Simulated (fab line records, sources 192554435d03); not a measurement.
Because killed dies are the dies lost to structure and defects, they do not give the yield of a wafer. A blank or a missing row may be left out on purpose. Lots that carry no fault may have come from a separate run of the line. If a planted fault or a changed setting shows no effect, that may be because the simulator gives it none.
Split-lot trial -- flow n5Finfet -- 21 wafers read from 7 lots, route of 1938 steps

## ABOUT THE SPLIT
At N5_BEOL_M8_PECVD_70 (deposits SiO2 from TEOS/O2, target thk 20 nm, time 22.7 s), the setting tempC was moved away from the recipe's 400 C on 9 of the 21 wafers read, by -2.0% to +3.0%. For the rest of the wafers, this setting stayed at what the recipe calls for.

## FROM THE SPLIT TO THE READING: what the file shows between them, 2 steps
- N5_BEOL_M8_DEVELOP_10: develop time 30 s (also split here: developTimeS)
- N5_BEOL_M8_STRIP_80: strips in N2/H2, time 10 s

## THE READING
SiO2_of_BEOL_M8_PECVD_70.thkNm (the simulator's own value, which no gauge read), in nm, at N5_BEOL_M8_HM_STRIP_39 (strips TiN in peroxide tin strip, target depth 25 nm, time 158 s). The file does not state a usual value for it. Average 19.6 nm, standard deviation 0.3 nm, over the 12 wafers here run with the recipe.

wafer,"tool, chamber at the split","tempC as run, C",against the recipe,"SiO2_of_BEOL_M8_PECVD_70.thkNm, nm",against lot-mates on the recipe
L074.1,"pecvd-03, 1,0",400,recipe,19.8,-
L074.3,"pecvd-03, 1,0",400,recipe,19.8,-
L074.2,"pecvd-03, 2",400,recipe,19.2,-
L076.1,"pecvd-03, 1",400,recipe,19.8,-
L076.2,"pecvd-03, 0",412.1,+3.0%,18.6,-1.4
L076.4,"pecvd-03, 1",400,recipe,20.2,-
L078.2,"pecvd-02, 2",400,recipe,19.2,-
L078.3,"pecvd-02, 0",408,+2.0%,18,-1.2
L078.6,"pecvd-02, 1",408,+2.0%,18.6,-0.6
L082.1,"pecvd-02, 0",395.5,-1.1%,20.2,+0.8
L082.3,"pecvd-02, 2",400,recipe,19.4,-
L082.4,"pecvd-02, 1",400,recipe,19.4,-
L084.2,"pecvd-01, 1",407.5,+1.9%,18.8,-0.8
L084.3,"pecvd-01, 0",407.5,+1.9%,18.6,-1.0
L084.5,"pecvd-01, 0",400,recipe,19.6,-
L087.3,"pecvd-01, 1",400,recipe,19.4,-
L087.4,"pecvd-01, 0",391.8,-2.0%,20.6,+1.2
L087.5,"pecvd-01, 2",391.8,-2.0%,20.8,+1.4
L095.2,"pecvd-02, 2",400,recipe,19.6,-
L095.4,"pecvd-02, 0",400,recipe,20,-
L095.5,"pecvd-02, 2",410.6,+2.6%,18.6,-1.2
When a row names more than one chamber, that row covers several wafers, and the file does not tell which wafer ran in which chamber.

FIT RESULTS
A straight line over all 21 wafers: SiO2_of_BEOL_M8_PECVD_70.thkNm changes by -0.481 nm for each +1% of tempC; r = -0.91; the points scatter about the line by 0.31 nm.
The same after taking each lot's own level away (the mean of its wafers on the recipe; 21 wafers): -0.518 nm for each +1%; r = -0.96; scatter 0.2 nm.
According to that fit, moving tempC by its largest amount changes the reading by 1.6 nm.
The lots' own levels span 19.20 to 20.00 nm, that is 2.7 times the standard deviation above.
So the lot-to-lot level changes the slope little: the two slopes agree.
Check: with one of the wafers moved furthest among these (+3.0%) left out of the fit, the line predicts -1.53 nm for it against its lot-mates. It came out at -1.4 nm against them.

## ADDITIONAL SPLITS CARRIED BY THESE WAFERS
Other splits were also applied to these wafers ahead of the reading. Each is held against what the fit with the lots' levels taken away leaves over:
other split on the same wafers,wafers away from the commonest value,r with SiO2_of_BEOL_M8_PECVD_70.thkNm (lot level and that fit taken away)
N5_BEOL_M6_ILD_DEP_00 timeS,8,+0.07
N5_BEOL_M6_HM_DEP_02 targetThkA,6,+0.21
N5_BEOL_M7_COAT_22 spinRpm,5,+0.20
N5_BEOL_M7_DESCUM_33 timeS,5,-0.17
N5_BEOL_M8_DEVELOP_10 developTimeS,7,+0.23

## THE WHOLE CHAIN: every reading that the file lists as answering this split, in the file's order
step,what it does,reading,change (the file's fit),r (the file's)
N5_BEOL_M8_PECVD_70,"deposits SiO2 from TEOS/O2, target thk 20 nm, time 22.7 s","SiO2_of_BEOL_M8_PECVD_70.thkNm (the simulator's own value, which no gauge read)",-0.507 nm for each +1% of the setting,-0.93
N5_BEOL_M8_HM_STRIP_39,"strips TiN in peroxide tin strip, target depth 25 nm, time 158 s","SiO2_of_BEOL_M8_PECVD_70.thkNm (the simulator's own value, which no gauge read)",-0.496 nm for each +1% of the setting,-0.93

## FILE'S OWN FIT
SiO2_of_BEOL_M8_PECVD_70.thkNm changes by -0.496 nm for each +1% of tempC, r = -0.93.
